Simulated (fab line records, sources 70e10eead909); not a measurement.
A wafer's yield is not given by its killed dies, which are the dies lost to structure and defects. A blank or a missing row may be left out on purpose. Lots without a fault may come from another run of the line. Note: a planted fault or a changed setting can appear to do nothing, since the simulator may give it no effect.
What tool caused it? || flow nand-harc || 36 wafers from 12 lots sampled at 2 of the route's 1159 steps

== WHAT EACH GAUGE READ, for each wafer ==
NHARC_A_M1_CD_MEAS_16.
{"lot": "L074", "measured": "day 17 19:05", "on": "cd-sem-02", "cd-nm (nm)": "119.9 119.8 121.8"}
{"lot": "L076", "measured": "day 18 05:44", "on": "cd-sem-01", "cd-nm (nm)": "119.1 120.2 119.2"}
{"lot": "L080", "measured": "day 19 01:47", "on": "cd-sem-02", "cd-nm (nm)": "119.2 119.3 120.1"}
{"lot": "L078", "measured": "day 19 11:40", "on": "cd-sem-01", "cd-nm (nm)": "119.4 117.8 118.2"}
{"lot": "L083", "measured": "day 20 01:34", "on": "cd-sem-03", "cd-nm (nm)": "120.5 119.5 120.8"}
{"lot": "L085", "measured": "day 20 22:46", "on": "cd-sem-01", "cd-nm (nm)": "118.7 118.0 119.9"}
{"lot": "L087", "measured": "day 21 03:33", "on": "cd-sem-03", "cd-nm (nm)": "119.7 119.8 119.8"}
{"lot": "L092", "measured": "day 21 17:52", "on": "cd-sem-03", "cd-nm (nm)": "118.5 117.9 118.9"}
{"lot": "L090", "measured": "day 22 05:17", "on": "cd-sem-03", "cd-nm (nm)": "118.7 119.1 119.0"}
{"lot": "L093", "measured": "day 22 15:31", "on": "cd-sem-02", "cd-nm (nm)": "121.7 121.5 120.9"}
{"lot": "L096", "measured": "day 23 10:11", "on": "cd-sem-03", "cd-nm (nm)": "120.6 120.4 120.5"}
{"lot": "L097", "measured": "day 23 13:33", "on": "cd-sem-03", "cd-nm (nm)": "121.0 121.1 121.0"}

== TOOL THAT RAN EACH LOT (tool first, then ch and the chambers of the sampled wafers, then the start) ==
{"lot": "L074", "NHARC_A_M0_PVD_20": "pvd-sputter-03, day 17 19:05 or earlier"}
{"lot": "L076", "NHARC_A_M0_PVD_20": "pvd-sputter-03, day 18 05:44 or earlier"}
{"lot": "L080", "NHARC_A_M0_PVD_20": "pvd-sputter-01, day 19 01:47 or earlier"}
{"lot": "L078", "NHARC_A_M0_PVD_20": "pvd-sputter-01, day 19 11:40 or earlier"}
{"lot": "L083", "NHARC_A_M0_PVD_20": "pvd-sputter-01, day 20 01:34 or earlier"}
{"lot": "L085", "NHARC_A_M0_PVD_20": "pvd-sputter-02, day 20 22:46 or earlier"}
{"lot": "L087", "NHARC_A_M0_PVD_20": "pvd-sputter-02, day 21 03:33 or earlier"}
{"lot": "L092", "NHARC_A_M0_PVD_20": "pvd-sputter-01, day 21 17:52 or earlier"}
{"lot": "L090", "NHARC_A_M0_PVD_20": "pvd-sputter-02, day 22 05:17 or earlier"}
{"lot": "L093", "NHARC_A_M0_PVD_20": "pvd-sputter-02, day 22 15:31 or earlier"}
{"lot": "L096", "NHARC_A_M0_PVD_20": "pvd-sputter-02, day 23 10:11 or earlier"}
{"lot": "L097", "NHARC_A_M0_PVD_20": "pvd-sputter-03, day 23 13:33 or earlier"}
- NHARC_A_M0_PVD_20: deposits TaN, target thk 5 nm, time 8.06 s.

== THE ANSWER, worked out from the rows above alone ==
Rule: the lots themselves supply what counts as usual. The widest of any qualifying gaps counts: lots, ordered by their means at a reading, are off when they make up no more than a third of the lots, leave a main group of 4 or more, and stand apart from it by 3 or more times the standard deviation of that group's means. The tables above print the reading to a certain number of digits; a main group whose means all agree to those digits is not used. Also off: a lot with no number at a reading for which 4 or more lots have one. All remaining lots with rows at the step are treated as sound.
No lot is off on any of the readings shown, so nothing can be concluded from this.

== WHAT THE SIMULATOR PUT IN ==
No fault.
